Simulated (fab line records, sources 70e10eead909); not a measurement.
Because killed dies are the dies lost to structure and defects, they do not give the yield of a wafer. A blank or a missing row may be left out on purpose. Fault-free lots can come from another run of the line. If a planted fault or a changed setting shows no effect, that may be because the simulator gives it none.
A lot that was struck, set against a sound lot -- flow nand harc -- 15 steps out of a route of 1159
Sound: wafers L915.1, L915.5, L915.6. Struck: wafer L924.4 (L924.3, L924.5, from the same lot, were not struck and are left out); the cause is given at the end.
Each step with rows lists, per side, the tool, then ch with its chambers, then its first start. Under that, the readings that differ: sound wafers -- struck wafers -- difference of the means -- sigmas: that difference in standard deviations of wafers without a fault.
alike: same words and numbers on both sides, and readings whose means sit less than 2 such deviations apart. not compared: any withheld reading, any reading some wafer has no value for, any bound like >300 that may hide the same value, and any number with overlapping values for which the record gives no deviation.
The two part at a step that has a row with sigmas, a row that says differs or no value, or rows on one side only. Numbers that have no deviation but don't overlap get no sigmas and don't part them. A reading missing from all wafers of one side parts the sides only when that side holds two or more wafers.

first, 9 steps without rows for these wafers: NHARC_THIN_TSV_PVD_24 (deposits Al, target thk 800 nm); NHARC_THIN_TSV_DEHYDRATE_25 (time 120 s); NHARC_THIN_TSV_HMDS_26 (time 30 s); NHARC_THIN_TSV_COAT_27; NHARC_THIN_TSV_SOFTBAKE_28 (time 95 s); NHARC_THIN_TSV_EBR_29; NHARC_THIN_TSV_EXPOSE_30 (exposes mask PAD); NHARC_THIN_TSV_PEB_31 (peb time 85 s); NHARC_THIN_TSV_DEVELOP_32 (time 70 s).
NHARC_THIN_TSV_CD_MEAS_33: target cd 5000 nm.
  sound on cd sem-02 ch 0, day 20 19:44; struck on cd sem-02 ch 0, day 23 09:41
reading,sound,struck,difference,sigmas
cd nm (nm),5002.9 5003.8 5002.7,4998.5,-4.6,-3
then, 1 step without rows for these wafers: NHARC_THIN_TSV_HARDBAKE_34 (time 80 s).
NHARC_THIN_TSV_DESCUM_35: chemistry O2, time 3 s.
  sound on rie diel-01 ch 2,3, day 20 19:55; struck on rie diel-06 ch 1, day 23 09:50
reading,sound,struck,difference,sigmas
drypump motor current A (A),5.5 5.5 5.2,6.4,+1.0,+2
  alike: oes product au, rf vpp V, showerhead plenum p Torr, throttle valve pct
  not compared: rf hours counter h
NHARC_THIN_TSV_ETCH_59: etches the open film in Cl2/BCl3, target depth 880 nm, time 138.1 s.
  sound on rie metal-03 ch 0,1, day 20 20:02; struck on rie metal-03 ch 0, day 23 10:02
reading,sound,struck,difference,sigmas
run length s (s),160.0 160.0 160.0,97.1,-62.9,-99 or more
  alike: drypump motor current A, oes product au, throttle valve pct
  not compared: rf hours counter h
NHARC_THIN_TSV_ETCH_36: etches the open film in Cl2/BCl3, target depth 65 nm, time 18.571 s.
  sound on rie metal-03 ch 0,1, day 20 20:18; struck on rie metal-03 ch 1, day 23 10:14
  alike: drypump motor current A, oes product au, run length s
  not compared: rf hours counter h
NHARC_END_SORT_01:
  sound on prober-02 ch 0, day 21 05:10; struck on prober-01 ch 0, day 23 23:32
reading,sound,struck,difference,sigmas
defect limited yield (%),95.4 95.3 94.5,0,-95,-73
killed at array,23 27 31,53,+26,+3
killed at other,2 2 2,621,+619,+99 or more
killed dies,31 32 37,677,+644,+74
sort_bin_2_pct (%),1.6 2.1 2.4,3.2,+1.2,+2
sort_bin_3_pct (%),0 0.15 0.15,92.02,+91.92,+99 or more
sort_bin_4_pct (%),3.0 2.5 3.0,4.7,+1.9,+2
sort n pass,646 645 640,0,-644,-74
sort rim yield pct (%),98.1 98.1 98.1,0,-98,-70
sort yield pct (%),95.4 95.3 94.5,0,-95,-73
  alike: killed at periphery, killed open, killed short

== WHERE THEY PART ==
First at NHARC_THIN_TSV_CD_MEAS_33; last, within this record, at NHARC_END_SORT_01.

WHY: what the simulator had put in
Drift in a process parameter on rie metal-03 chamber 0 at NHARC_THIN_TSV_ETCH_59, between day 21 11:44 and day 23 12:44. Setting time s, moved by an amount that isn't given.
